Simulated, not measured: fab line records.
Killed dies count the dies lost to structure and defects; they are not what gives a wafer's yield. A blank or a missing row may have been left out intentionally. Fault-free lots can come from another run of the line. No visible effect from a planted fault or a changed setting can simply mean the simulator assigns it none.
fab line records	flow n5Finfet
record: lots: 7	wafers: 39
route steps=1938 shown PAD_METAL@1895 PASSIVATION@1897
startH: the number of hours between the record's first day and the start of the first shown wafer of the lot	waitH: time in hours since the lot's previous step	" as in the row above	L1.1+2: several wafers, shown together as one row	- value missing, or start not given	* or withheld: withheld	< > ~ a bound
route shown NAME@n: NAME is a module with steps in the file, n the number in the route of the first one	usual: average and standard deviation across the fault-free wafers	same: alike in all rows	chamber/n: place in a boat	sites: per-site readings	_std_site: standard deviation across them	_edge_site: mean of outer sites minus mean of inner sites	radiusMm: how far each site lies from the wafer's centre	mask NAME#n: copy n	behind: the last tool/chamber to shape the wafer	hold: cause of the lot's hold/its duration in hours/its outcome	device: transistor that didn't switch, given as n, p or np	end of line: at the end of the route, the tests of the same wafers	for a step that has no rows: nothing shown but its recipe	killed: dies lost to structure and defects at the first sort, not the wafer's yield	map: a wafer's dies, x killed, . not, _ none there
set.NAME: the setting that was run; set.NAME@STEP: the one run at that earlier step	model.NAME: the simulator's own value behind a step, which no gauge read
lots whose settings were changed on purpose; a table a step, a row a wafer
== steps ==
step: N5_PASSIVATION_SPUTTER_20
recipe: material: TaN	targetThkA: 500	tempC: 25	chamberPressurePa: 0.4
lot.wafer	tool	chamber	startH	waitH	set.targetThkA	model.TaN_of_PASSIVATION_SPUTTER_20.thkNm
L076.1	pvdSputter-03	-	284.55	0.0	608.8	60.6
L076.2	"	-	"	"	500	50
L076.3	"	-	"	"	500	49.2
L076.4	"	-	"	"	500	49.4
L076.5	"	-	"	"	608.8	61
L076.6	"	-	"	"	608.8	60.4
L078.1	pvdSputter-02	-	302.42	0.0	500	49.4
L078.2+3	"	-	"	"	500	49.2
L078.4	"	-	"	"	500	50
L078.5	"	-	"	"	500	49
L078.6	"	-	"	"	500	49.8
L082.1+3	pvdSputter-03	-	324.76	0.0	500	50.6
L082.2	"	-	"	"	785.2	79.2
L082.4	"	-	"	"	500	50
L082.5+6	"	-	"	"	785.2	79
L085.4+5	pvdSputter-02	-	359.42	0.0	500	50.4
L085.6	"	-	"	"	500	49.8
L087.1	pvdSputter-03	-	366.36	0.0	500	50.2
L087.2	"	-	"	"	229.8	23.2
L087.3	"	-	"	"	229.8	22.6
L087.4	"	-	"	"	229.8	22.8
L087.5	"	-	"	"	500	49.6
L087.6	"	-	"	"	500	50.4
L093.1+3	pvdSputter-01	-	399.43	0.0	500	50.2
L093.2	"	-	"	"	346.9	35.6
L093.4	"	-	"	"	346.9	34.2
L093.5	"	-	"	"	500	50.8
L093.6	"	-	"	"	346.9	35
L095.1+6	pvdSputter-03	-	411.94	0.0	770	77.2
L095.2	"	-	"	"	770	77
L095.3+4+5	"	-	"	"	500	50
step: N5_PASSIVATION_AL_DEP_21
recipe: material: Al	targetThkA: 28000	tempC: 400	timeS: 170	powerW: 30000	chamberPressurePa: 0.4	gas: Ar
step: N5_PASSIVATION_HMDS_23
recipe: timeS: 60	tempC: 120
step: N5_PASSIVATION_SRD_72
recipe: dry: ipaMarangoni	timeS: 30	tempC: 23	rinseLiquid: diw
step: N5_PASSIVATION_ANNEAL_56
recipe: tempC: 400	timeS: 1800	ambient: FGA	idleTempC: 300	rampUpCPerMin: 5	rampDownCPerMin: 3
step: N5_PASSIVATION_PROBE_49
usual: killed_at_M0_to_M3: 35/12	killed_at_M4_up: 13/5.8	killedAtContacts: 12/5.5	killedAtFrontEnd: 36/9.9	killedAtOther: 4/3.7	killedDies: 101/18	killedOpen: 66/13	killedShort: 33/8
same: grossDies: 1180	killedAtBackSide: 0
lot.wafer	tool	chamber	startH	waitH	set.targetThkA@PASSIVATION_SPUTTER_20	killed_at_M0_to_M3	killed_at_M4_up	killedAtContacts	killedAtFrontEnd	killedAtOther	killedDies	killedOpen	killedShort
L076.1	prober-01	-	290.74	0.0	608.8	36	7	11	56	6	116	76	40
L076.2	prober-01	-	290.79	0.1	500	13	6	13	60	5	97	71	26
L076.3	prober-01	-	290.84	0.1	500	35	9	16	1084	6	1150	71	29
L076.4	prober-01	-	290.89	0.2	500	38	20	12	1098	7	1175	85	40
L076.5	prober-01	-	290.94	0.2	608.8	24	18	11	1122	5	1180	62	31
L076.6	prober-01	-	290.99	0.3	608.8	23	10	19	42	8	102	61	35
L078.1	prober-02	-	308.10	0.0	500	52	1066	11	42	1	1172	78	40
L078.2	prober-02	-	308.15	0.1	500	26	8	7	32	2	75	45	29
L078.3	prober-02	-	308.20	0.1	500	39	9	6	44	5	103	63	38
L078.4	prober-02	-	308.25	0.2	500	34	1058	7	41	1	1141	53	41
L078.5	prober-02	-	308.30	0.2	500	36	14	7	35	7	99	63	34
L078.6	prober-02	-	308.35	0.3	500	29	1091	14	36	5	1175	61	36
L082.1	prober-02	-	330.38	0.0	500	24	8	17	36	2	87	59	23
L082.2	prober-02	-	330.43	0.1	785.2	38	17	6	56	1063	1180	78	41
L082.3	prober-02	-	330.48	0.1	500	25	33	10	35	4	107	57	34
L082.4	prober-02	-	330.53	0.2	500	45	20	19	28	4	116	70	45
L082.5	prober-02	-	330.58	0.2	785.2	37	40	21	24	1058	1180	68	29
L082.6	prober-02	-	330.63	0.3	785.2	36	32	18	55	1039	1180	92	36
L085.4	prober-02	-	365.17	0.2	500	26	12	13	41	11	103	64	37
L085.5	prober-02	-	365.22	0.2	500	24	23	17	31	6	101	71	30
L085.6	prober-02	-	365.27	0.3	500	25	12	14	40	4	95	63	27
L087.1	prober-02	-	372.10	0.0	500	17	12	17	45	1	92	55	36
L087.2	prober-02	-	372.15	0.1	229.8	30	11	9	36	0	86	64	19
L087.3	prober-02	-	372.20	0.1	229.8	32	10	10	43	7	102	66	34
L087.4	prober-02	-	372.25	0.2	229.8	33	15	6	33	4	91	56	34
L087.5	prober-02	-	372.30	0.2	500	34	15	12	37	0	98	65	32
L087.6	prober-02	-	372.35	0.3	500	41	18	9	36	0	104	58	32
L093.1	prober-02	-	412.09	0.0	500	223	18	12	46	0	299	77	21
L093.2	prober-02	-	412.14	0.1	346.9	30	20	17	39	0	106	62	38
L093.3	prober-02	-	412.19	0.1	500	40	15	24	42	3	124	85	35
L093.4	prober-02	-	412.24	0.2	346.9	411	21	11	39	0	482	62	29
L093.5	prober-02	-	412.29	0.2	500	435	20	11	29	1	496	59	30
L093.6	prober-02	-	412.34	0.3	346.9	32	6	13	39	0	90	59	29
L095.1	prober-01	-	417.73	0.0	770	22	13	13	42	1090	1180	67	31
L095.2	prober-01	-	417.78	0.1	770	24	11	5	25	1115	1180	54	18
L095.3	prober-01	-	417.83	0.1	500	36	17	10	20	2	85	58	25
L095.4	prober-01	-	417.88	0.2	500	24	12	13	39	1	89	53	29
L095.5	prober-01	-	417.93	0.2	500	29	17	8	22	1	77	55	21
L095.6	prober-01	-	417.98	0.3	770	47	17	7	32	1077	1180	78	31
killed by level:class
L076.1 STI_FIN_REVEAL:geometricParticle:open=10 BEOL_M0_SAQP:geometricParticle:open=10 FIN_SAQP:geometricParticle:open=9 BEOL_M0_SAQP:geometricParticle:short=9 FIN_SAQP:geometricParticle:short=7 DUMMY_GATE:geometricParticle:open=7 MOL_CONTACT_COAG:geometricParticle:open=7 BEOL_M2:geometricParticle:open=6
L076.2 FIN_SAQP:geometricParticle:open=25 MOL_CONTACT_COAG:geometricParticle:open=9 FIN_SAQP:geometricParticle:short=8 STI_FIN_REVEAL:geometricParticle:open=5 DUMMY_GATE:geometricParticle:open=5 BEOL_M3:geometricParticle:open=5 MOL_CONTACT_COAG:geometricParticle:short=4 GATE_CUT:geometricParticle:open=4
L076.3 FIN_SAQP:areaEtch=1050 MOL_CONTACT_COAG:geometricParticle:open=14 BEOL_M0_SAQP:geometricParticle:open=12 BEOL_M0_SAQP:geometricParticle:short=9 FIN_SAQP:geometricParticle:short=6 FIN_SAQP:geometricParticle:open=6 STI_FIN_REVEAL:geometricParticle:open=5 BEOL_M2:geometricParticle:open=5
L076.4 FIN_SAQP:areaEtch=1050 FIN_SAQP:geometricParticle:open=18 MOL_CONTACT_COAG:geometricParticle:open=9 BEOL_M0_SAQP:geometricParticle:short=9 BEOL_M2:geometricParticle:open=9 BEOL_M4:geometricParticle:open=8 BEOL_M1:geometricParticle:open=7 STARTING-WAFER:geometricParticle:short=7
L076.5 FIN_SAQP:areaEtch=1087 FIN_SAQP:geometricParticle:open=11 MOL_CONTACT_COAG:geometricParticle:open=11 FIN_SAQP:geometricParticle:short=9 BEOL_M4:geometricParticle:open=7 BEOL_M0_SAQP:geometricParticle:short=6 BEOL_M0_SAQP:geometricParticle:open=6 STI_FIN_REVEAL:geometricParticle:open=5
L076.6 MOL_CONTACT_COAG:geometricParticle:open=14 FIN_SAQP:geometricParticle:short=11 DUMMY_GATE:geometricParticle:open=7 FIN_SAQP:geometricParticle:open=6 BEOL_M4:geometricParticle:open=6 HKMG_FIN:areaEtch=6 MOL_CONTACT_COAG:geometricParticle:short=5 BEOL_M0_SAQP:geometricParticle:short=5
L078.1 BEOL_M7:areaOpen=1054 BEOL_M0_SAQP:geometricParticle:short=19 BEOL_M0_SAQP:geometricParticle:open=19 FIN_SAQP:geometricParticle:open=12 STI_FIN_REVEAL:geometricParticle:open=9 MOL_CONTACT_COAG:geometricParticle:open=7 FIN_SAQP:geometricParticle:short=5 BEOL_M4:geometricParticle:open=5
L078.2 GATE_CUT:geometricParticle:short=7 BEOL_M0_SAQP:geometricParticle:open=7 BEOL_M0_SAQP:geometricParticle:short=6 STARTING-WAFER:geometricParticle:short=6 STI_FIN_REVEAL:geometricParticle:open=4 MOL_CONTACT_COAG:geometricParticle:open=4 BEOL_M2:geometricParticle:open=4 BEOL_M3:geometricParticle:open=4
L078.3 BEOL_M0_SAQP:geometricParticle:short=14 STI_FIN_REVEAL:geometricParticle:open=13 FIN_SAQP:geometricParticle:short=9 BEOL_M3:geometricParticle:open=9 FIN_SAQP:geometricParticle:open=8 BEOL_M0_SAQP:geometricParticle:open=7 BEOL_M1:geometricParticle:open=7 MOL_CONTACT_COAG:geometricParticle:open=5
L078.4 BEOL_M7:areaOpen=1046 FIN_SAQP:geometricParticle:short=11 BEOL_M3:geometricParticle:open=9 BEOL_M0_SAQP:geometricParticle:open=7 STARTING-WAFER:geometricParticle:short=6 BEOL_M0_SAQP:geometricParticle:short=5 FIN_SAQP:geometricParticle:open=4 MOL_CONTACT_COAG:geometricParticle:open=4
L078.5 BEOL_M0_SAQP:geometricParticle:open=12 BEOL_M0_SAQP:geometricParticle:short=11 FIN_SAQP:geometricParticle:open=9 FIN_SAQP:geometricParticle:short=6 DUMMY_GATE:geometricParticle:open=6 MOL_CONTACT_COAG:geometricParticle:open=6 BEOL_M5:geometricParticle:open=4 MIM_BOT:geometricParticle:short=4
L078.6 BEOL_M7:areaOpen=1076 MOL_CONTACT_COAG:geometricParticle:open=11 GATE_CUT:geometricParticle:short=9 BEOL_M0_SAQP:geometricParticle:short=8 FIN_SAQP:geometricParticle:open=7 FIN_SAQP:geometricParticle:short=6 STI_FIN_REVEAL:geometricParticle:open=6 BEOL_M2:geometricParticle:open=6
L082.1 MOL_CONTACT_COAG:geometricParticle:open=14 DUMMY_GATE:geometricParticle:open=6 BEOL_M0_SAQP:geometricParticle:short=6 FIN_SAQP:geometricParticle:open=5 STI_FIN_REVEAL:geometricParticle:open=5 BEOL_M2:geometricParticle:open=5 BEOL_M3:geometricParticle:open=5 BEOL_M0_SAQP:geometricParticle:open=4
L082.2 PAD_METAL:areaSputter=1058 STI_FIN_REVEAL:geometricParticle:open=27 BEOL_M0_SAQP:geometricParticle:open=12 BEOL_M0_SAQP:geometricParticle:short=11 STI_FIN_REVEAL:geometricParticle:short=8 DUMMY_GATE:geometricParticle:open=5 MOL_CONTACT_COAG:geometricParticle:open=4 BEOL_M2:geometricParticle:open=4
L082.3 BEOL_M7:areaOpen=14 MOL_CONTACT_COAG:geometricParticle:open=8 BEOL_M4:geometricParticle:open=8 FIN_SAQP:geometricParticle:short=7 DUMMY_GATE:geometricParticle:open=6 BEOL_M0_SAQP:geometricParticle:open=5 BEOL_M0_SAQP:geometricParticle:short=5 BEOL_M2:geometricParticle:open=5
L082.4 MOL_CONTACT_COAG:geometricParticle:open=12 BEOL_M0_SAQP:geometricParticle:open=12 BEOL_M0_SAQP:geometricParticle:short=12 BEOL_M2:geometricParticle:open=9 STI_FIN_REVEAL:geometricParticle:open=7 MOL_CONTACT_COAG:geometricParticle:short=7 BEOL_M4:geometricParticle:open=6 BEOL_M3:geometricParticle:open=6
L082.5 PAD_METAL:areaSputter=1053 BEOL_M7:areaOpen=30 MOL_CONTACT_COAG:geometricParticle:open=18 BEOL_M2:geometricParticle:open=9 FIN_SAQP:geometricParticle:short=7 BEOL_M0_SAQP:geometricParticle:open=7 BEOL_M3:geometricParticle:open=6 DUMMY_GATE:geometricParticle:open=5
L082.6 PAD_METAL:areaSputter=1037 STI_FIN_REVEAL:geometricParticle:open=18 MOL_CONTACT_COAG:geometricParticle:open=14 FIN_SAQP:geometricParticle:short=13 BEOL_M7:areaOpen=13 BEOL_M2:geometricParticle:open=12 BEOL_M4:geometricParticle:open=12 FIN_SAQP:geometricParticle:open=10
L085.4 MOL_CONTACT_COAG:geometricParticle:open=11 BEOL_M0_SAQP:geometricParticle:short=10 STI_FIN_REVEAL:geometricParticle:open=8 BEOL_M4:geometricParticle:open=7 BEOL_M0:geometricParticle:open=5 STARTING-WAFER:geometricParticle:open=5 STI_FIN_REVEAL:geometricParticle:short=4 BEOL_M0_SAQP:geometricParticle:open=4
L085.5 MOL_CONTACT_COAG:geometricParticle:open=14 BEOL_M4:geometricParticle:open=13 BEOL_M0_SAQP:geometricParticle:open=9 FIN_SAQP:geometricParticle:open=5 FIN_SAQP:geometricParticle:short=5 GATE_CUT:geometricParticle:short=4 BEOL_M1:geometricParticle:open=4 BEOL_M4:geometricParticle:short=4
L085.6 FIN_SAQP:geometricParticle:open=10 MOL_CONTACT_COAG:geometricParticle:open=9 FIN_SAQP:geometricParticle:short=7 BEOL_M4:geometricParticle:open=6 BEOL_M0_SAQP:geometricParticle:open=5 BEOL_M0_SAQP:geometricParticle:short=5 DUMMY_GATE:geometricParticle:open=4 ILD0:geometricParticle:open=4
L087.1 MOL_CONTACT_COAG:geometricParticle:open=14 FIN_SAQP:geometricParticle:short=8 DUMMY_GATE:geometricParticle:open=7 STI_FIN_REVEAL:geometricParticle:open=4 BEOL_M5:geometricParticle:open=4 STARTING-WAFER:geometricParticle:short=4 FIN_SAQP:geometricParticle:open=3 SPACER0:geometricParticle:open=3
L087.2 BEOL_M2:geometricParticle:open=9 FIN_SAQP:geometricParticle:open=6 MOL_CONTACT_COAG:geometricParticle:open=6 BEOL_M1:geometricParticle:open=6 STI_FIN_REVEAL:geometricParticle:open=5 DUMMY_GATE:geometricParticle:open=5 BEOL_M0:geometricParticle:open=5 GATE_CUT:geometricParticle:open=4
L087.3 MOL_CONTACT_COAG:geometricParticle:open=9 FIN_SAQP:geometricParticle:open=9 FIN_SAQP:geometricParticle:short=6 BEOL_M0_SAQP:geometricParticle:open=6 BEOL_M1:geometricParticle:open=6 BEOL_M2:geometricParticle:open=6 ILD0:geometricParticle:short=5 DUMMY_GATE:geometricParticle:open=4
L087.4 BEOL_M3:geometricParticle:open=8 FIN_SAQP:geometricParticle:open=7 BEOL_M2:geometricParticle:open=7 STI_FIN_REVEAL:geometricParticle:open=6 ILD0:geometricParticle:short=6 BEOL_M1:geometricParticle:open=5 STARTING-WAFER:geometricParticle:short=4 DUMMY_GATE:geometricParticle:open=4
L087.5 BEOL_M4:geometricParticle:open=10 MOL_CONTACT_COAG:geometricParticle:open=9 BEOL_M1:geometricParticle:open=8 FIN_SAQP:geometricParticle:short=7 BEOL_M0_SAQP:geometricParticle:short=7 BEOL_M2:geometricParticle:open=7 FIN_SAQP:geometricParticle:open=5 BEOL_M0_SAQP:geometricParticle:open=5
L087.6 BEOL_M2:areaEtchback=14 BEOL_M2:geometricParticle:open=9 DUMMY_GATE:geometricParticle:open=7 BEOL_M4:geometricParticle:open=6 MOL_CONTACT_COAG:geometricParticle:open=6 ILD0:geometricParticle:short=5 BEOL_M1:geometricParticle:open=5 FIN_SAQP:geometricParticle:open=4
L093.1 BEOL_M2:areaEtchback=197 STI_FIN_REVEAL:geometricParticle:open=10 DUMMY_GATE:geometricParticle:open=9 FIN_SAQP:geometricParticle:open=8 BEOL_M3:geometricParticle:open=8 MOL_CONTACT_COAG:geometricParticle:open=7 BEOL_M0_SAQP:geometricParticle:open=6 BEOL_M5:geometricParticle:open=5
L093.2 MOL_CONTACT_COAG:geometricParticle:open=14 FIN_SAQP:geometricParticle:short=12 BEOL_M1:geometricParticle:open=10 GATE_CUT:geometricParticle:short=7 FIN_SAQP:geometricParticle:open=5 BEOL_M0_SAQP:geometricParticle:open=5 BEOL_M4:geometricParticle:open=5 BEOL_M4:geometricParticle:short=5
L093.3 MOL_CONTACT_COAG:geometricParticle:open=21 BEOL_M0_SAQP:geometricParticle:open=14 BEOL_M4:geometricParticle:open=10 DUMMY_GATE:geometricParticle:open=7 FIN_SAQP:geometricParticle:open=6 STI_FIN_REVEAL:geometricParticle:open=6 BEOL_M1:geometricParticle:open=6 BEOL_M1:geometricParticle:short=6
L093.4 BEOL_M2:areaEtchback=391 STI_FIN_REVEAL:geometricParticle:open=12 BEOL_M4:geometricParticle:open=12 FIN_SAQP:geometricParticle:short=8 MOL_CONTACT_COAG:geometricParticle:open=7 BEOL_M3:geometricParticle:open=7 BEOL_M4:geometricParticle:short=4 MOL_CONTACT_COAG:geometricParticle:short=4
L093.5 BEOL_M2:areaEtchback=406 MOL_CONTACT_COAG:geometricParticle:open=11 BEOL_M3:geometricParticle:open=10 BEOL_M0_SAQP:geometricParticle:short=7 BEOL_M4:geometricParticle:open=7 FIN_SAQP:geometricParticle:open=5 GATE_CUT:geometricParticle:short=5 BEOL_M0_SAQP:geometricParticle:open=5
L093.6 DUMMY_GATE:geometricParticle:open=13 MOL_CONTACT_COAG:geometricParticle:open=12 STI_FIN_REVEAL:geometricParticle:open=7 BEOL_M2:geometricParticle:short=7 BEOL_M0_SAQP:geometricParticle:short=6 FIN_SAQP:geometricParticle:short=5 BEOL_M0_SAQP:geometricParticle:open=5 FIN_SAQP:geometricParticle:open=4
L095.1 PAD_METAL:areaSputter=1082 MOL_CONTACT_COAG:geometricParticle:open=12 STI_FIN_REVEAL:geometricParticle:open=8 BEOL_M4:geometricParticle:open=8 BEOL_M2:geometricParticle:open=7 GATE_CUT:geometricParticle:open=6 DUMMY_GATE:geometricParticle:open=4 BEOL_M0_SAQP:geometricParticle:short=4
L095.2 PAD_METAL:areaSputter=1108 BEOL_M0:geometricParticle:open=7 BEOL_M4:geometricParticle:open=7 FIN_SAQP:geometricParticle:open=6 STI_FIN_REVEAL:geometricParticle:open=5 BEOL_M0_SAQP:geometricParticle:short=4 BEOL_M1:geometricParticle:open=4 PASS1_CAP:geometricParticle:short=4
L095.3 MOL_CONTACT_COAG:geometricParticle:open=10 STI_FIN_REVEAL:geometricParticle:open=8 BEOL_M0_SAQP:geometricParticle:short=6 BEOL_M1:geometricParticle:open=6 BEOL_M1:geometricParticle:short=5 BEOL_M2:geometricParticle:open=5 BEOL_M4:geometricParticle:open=5 BEOL_M0_SAQP:geometricParticle:open=4
L095.4 MOL_CONTACT_COAG:geometricParticle:open=12 BEOL_M0_SAQP:geometricParticle:short=7 HKMG_FIN:areaEtch=7 BEOL_M1:geometricParticle:open=5 GATE_CUT:geometricParticle:open=5 BEOL_M4:geometricParticle:open=5 DUMMY_GATE:geometricParticle:open=4 STARTING-WAFER:geometricParticle:short=4
L095.5 BEOL_M1:geometricParticle:open=10 BEOL_M3:geometricParticle:open=7 FIN_SAQP:geometricParticle:open=5 MOL_CONTACT_COAG:geometricParticle:open=5 FIN_SAQP:geometricParticle:short=4 BEOL_M4:geometricParticle:open=4 STARTING-WAFER:geometricParticle:open=4 STI_FIN_REVEAL:geometricParticle:open=3
L095.6 PAD_METAL:areaSputter=1071 FIN_SAQP:geometricParticle:open=13 BEOL_M0_SAQP:geometricParticle:short=13 BEOL_M1:geometricParticle:open=12 BEOL_M4:geometricParticle:open=12 BEOL_M3:geometricParticle:open=7 MOL_CONTACT_COAG:geometricParticle:open=6 BEOL_M0_SAQP:geometricParticle:open=6
== key ==
split: step: N5_PASSIVATION_SPUTTER_20	setting: targetThkA	stated: 500	by: wafer
response: step: N5_PASSIVATION_SPUTTER_20	reading: model.TaN_of_PASSIVATION_SPUTTER_20.thkNm	change: +0.503	per: 1%	r: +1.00
response: step: N5_PASSIVATION_PROBE_49	reading: killedAtOther	shape: bent	atLowest: 4	atStated: 3	atHighest: 1053
